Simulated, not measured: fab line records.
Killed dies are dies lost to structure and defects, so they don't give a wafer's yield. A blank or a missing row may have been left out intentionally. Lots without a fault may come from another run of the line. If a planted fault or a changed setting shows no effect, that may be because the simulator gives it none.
Struck lot and sound lot, side by side / flow nand_harc / 40 out of 1302 route steps
Sound: wafers L436.2, L436.4, L436.6. Struck: wafers L445.5, L445.6. (L445.4 of the same lot was not struck and is left out.) The cause comes at the end.
Each step with rows lists, per side, the tool, then ch with its chambers, then its first start. Under that, the readings that differ: sound wafers / struck wafers / difference of the means / sigmas: that difference in standard deviations of wafers without a fault.
alike: a reading whose means differ by less than 2 such deviations, as well as words and numbers matching on both sides. not compared: withheld readings; readings where some wafer has no value; bounds like >300 that might hide an equal value; numbers whose values overlap and for which the record gives no deviation.
The two part at a step that has a row with sigmas, a row that says differs or no value, or rows on one side only. Numbers that have no deviation but don't overlap get no sigmas and don't part them. A reading missing from all wafers of one side parts the sides only when that side holds two or more wafers.

NHARC_A_BONDPAD_OVL_MEAS_35:
  sound on overlay-02, day 25 14:57; struck on overlay-02, day 29 12:27
reading=overlay_y_nm (nm); sound=-13 -12 -13; struck=3 3; difference=+16; sigmas=+3
  alike: overlay_x_nm
then, 4 steps without rows for these wafers: NHARC_A_BONDPAD_HARDBAKE_10 (time 65 s); NHARC_A_BONDPAD_DESCUM_11 (chemistry O2, time 3 s); NHARC_A_BONDPAD_ETCH_34 (etches the open film in N2/H2, target depth 60 nm, overetch 18 nm, time 65.91 s); NHARC_A_BONDPAD_ETCH_12 (etches the open film in CHF3/O2, target depth 220 nm, time 110 s).
NHARC_A_BONDPAD_CD_MEAS_13:
  sound on cd_sem-01, day 25 15:24; struck on cd_sem-03, day 29 12:54
  alike: cd_nm
then, 5 steps without rows for these wafers: NHARC_A_BONDPAD_STRIP_15 (strips in O2); NHARC_A_BONDPAD_ETCH_24 (etches the open film in CF4/N2, target depth 30 nm, time 72.99 s); NHARC_A_BONDPAD_STRIP_16 (strips in post etch residue remover, time 600 s); NHARC_A_BONDPAD_DEGAS_25 (time 60 s); NHARC_A_BONDPAD_PRE_CLEAN_26 (time 30 s).
NHARC_A_BONDPAD_PVD_17: deposits TaN, target thk 5 nm, time 8.06 s.
  sound on pvd_sputter-02; struck on pvd_sputter-02
  alike: throttle_valve_pct
NHARC_A_BONDPAD_PVD_27: deposits Cu, target thk 30 nm, time 20.49 s.
  sound on pvd_sputter-02, day 25 16:15; struck on pvd_sputter-02, day 29 13:45
  alike: throttle_valve_pct
then, 2 steps without rows for these wafers: NHARC_A_BONDPAD_ECD_18 (material Cu, target thk 400 nm); NHARC_A_BONDPAD_ANNEAL_28 (time 90 s).
NHARC_A_BONDPAD_CMP_19: polishes, t overpolish 30 s, cu recess touch 16 s, target thk 169.82 nm.
  sound on cmp-03 ch 1,2,3, day 25 17:06; struck on cmp-03 ch 1,2, day 29 14:35
  alike: motor_current_A, overpolish_run_s, slurry_filter_dp_kPa
then, 1 step without rows for these wafers: NHARC_A_BONDPAD_SRD_21 (time 30 s, dry time 20 s).
NHARC_A_BONDPAD_INSPECT_23:
  sound on defect_inspect-02, day 25 17:38; struck on defect_inspect-02, day 29 15:08
  alike: raw_defect_count
NHARC_HYBRID_BOND_ACTIVATE_00: chemistry N2, time 60 s.
  the record has rows for the sound wafers here (rie_diel-07 ch 0,1,2, day 25 17:42) and none for the struck ones
then, 4 steps without rows for these wafers: NHARC_HYBRID_BOND_PRECLEAN_01 (cleans in DIW, time 300 s); NHARC_HYBRID_BOND_SRD_02 (time 30 s, dry time 20 s); NHARC_HYBRID_BOND_BOND_03; NHARC_HYBRID_BOND_ANNEAL_04 (time 7200 s).
NHARC_HYBRID_BOND_OVL_MEAS_05:
  the record holds rows for the sound wafers here (overlay-02, day 26 04:00) but none for the struck ones
NHARC_HYBRID_BOND_INSPECT_06: inspects for defects (ir void).
  the record holds rows for the sound wafers here (defect_inspect-01, day 26 04:03) but none for the struck ones
NHARC_THIN_TSV_GRIND_00:
  the record has rows for the sound wafers here (grinder-01 ch 0, day 26 04:24) and none for the struck ones
then, 1 step without rows for these wafers: NHARC_THIN_TSV_CMP_01 (polishes).
NHARC_THIN_TSV_THK_MEAS_02: measures by ir.
  the record holds rows for the sound wafers here (film_metro-02, day 26 05:42) but none for the struck ones
then, 3 steps without rows for these wafers: NHARC_THIN_TSV_SRD_03; NHARC_THIN_TSV_PRECLEAN_41 (cleans in SC1); NHARC_THIN_TSV_SRD_42.
NHARC_THIN_TSV_DEP_43: deposits SiO2, target thk 1328.5 nm.
  the record has rows for the sound wafers here (pecvd-02 ch 0,1,2, day 26 06:01) and none for the struck ones
then, 7 steps without rows for these wafers: NHARC_THIN_TSV_DEHYDRATE_04 (time 120 s); NHARC_THIN_TSV_HMDS_05 (time 30 s); NHARC_THIN_TSV_COAT_06; NHARC_THIN_TSV_SOFTBAKE_07 (time 95 s); NHARC_THIN_TSV_EBR_08; NHARC_THIN_TSV_EXPOSE_09 (exposes mask TSV); NHARC_THIN_TSV_PEB_10 (peb time 85 s).
NHARC_END_SORT_01:
  sound on prober-01 ch 0, day 26 23:02; struck on prober-02 ch 0, day 30 22:23
reading=defect_limited_yield (%); sound=93.1 90.8 91.1; struck=0 0; difference=-92; sigmas=-35
reading=killed_at_array; sound=44 59 57; struck=674 674; difference=+621; sigmas=+34
reading=killed_dies; sound=47 62 60; struck=677 677; difference=+621; sigmas=+34
  alike: killed_at_other, killed_at_periphery, killed_open, killed_short

WHERE THEY PART
Last at NHARC_END_SORT_01 as far as this record goes, first at NHARC_A_BONDPAD_OVL_MEAS_35.

WHY: the cause the simulator had injected
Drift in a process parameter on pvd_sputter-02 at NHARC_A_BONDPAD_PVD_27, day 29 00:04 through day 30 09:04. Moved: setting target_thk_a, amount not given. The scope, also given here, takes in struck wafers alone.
